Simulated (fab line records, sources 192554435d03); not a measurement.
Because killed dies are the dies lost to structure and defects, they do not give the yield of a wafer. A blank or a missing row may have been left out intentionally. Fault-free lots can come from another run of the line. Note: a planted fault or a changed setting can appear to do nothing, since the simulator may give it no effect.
Chamber matching -- flow n5 finfet -- N5_BEOL_M6_ETCH_66 on rie diel-02 has 4 sister chambers
The step etches SOC in N2/H2, target depth 80 nm, overetch 16 nm, time 120 s. 8 wafers are shown with their chamber, then 9 later ones without.

WAFERS, EACH WITH ITS CHAMBER
wafer,chamber,showerhead plenum p Torr (Torr),oes product au (a.u.)
L081.5,1,2.61,0.67
L082.5,1,2.61,0.67
L080.1,0,2.55,0.59
L080.2,3,2.48,0.65
L080.4,2,2.42,0.57
L086.1,2,2.41,0.56
L086.2,3,2.48,0.64
L086.3,0,2.55,0.59

WAFERS WITHOUT THEIR CHAMBER
wafer,showerhead plenum p Torr (Torr),oes product au (a.u.)
L092.2,2.41,0.56
L092.3,2.60,0.64
L092.4,2.54,0.58
L093.1,2.54,0.58
L093.2,2.41,0.56
L093.4,2.60,0.65
L097.1,2.59,0.62
L097.4,2.54,0.57
L097.5,2.54,0.57

WHICH CHAMBER EACH ONE RAN IN
wafer,from the rows above,in truth
L092.2,2,2
L092.3,1,1
L092.4,0,0
L093.1,0,0
L093.2,2,2
L093.4,1,1
L097.1,can't be placed: 1 or 0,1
L097.4,0,0
L097.5,0,0
Correctly placed: 8 of 9. From these rows, 1 cannot be placed; in 1 the true chamber is one of the candidates. Placed wrongly: 0.
How it was worked out, from the rows above alone: a wafer's distance from a chamber is the root of the sum, over the readings, of the square of ((its reading less the chamber's mean) divided by the reading's scatter). The wafer belongs to the nearest chamber; if the next one is less than 2 further off, it can't be placed. Each chamber's mean is taken over the wafers shown for it. How the scatter is found: for the shown wafers, subtract from each reading the mean of its chamber, square and add these, divide the total by (wafers less chambers), then take the root.
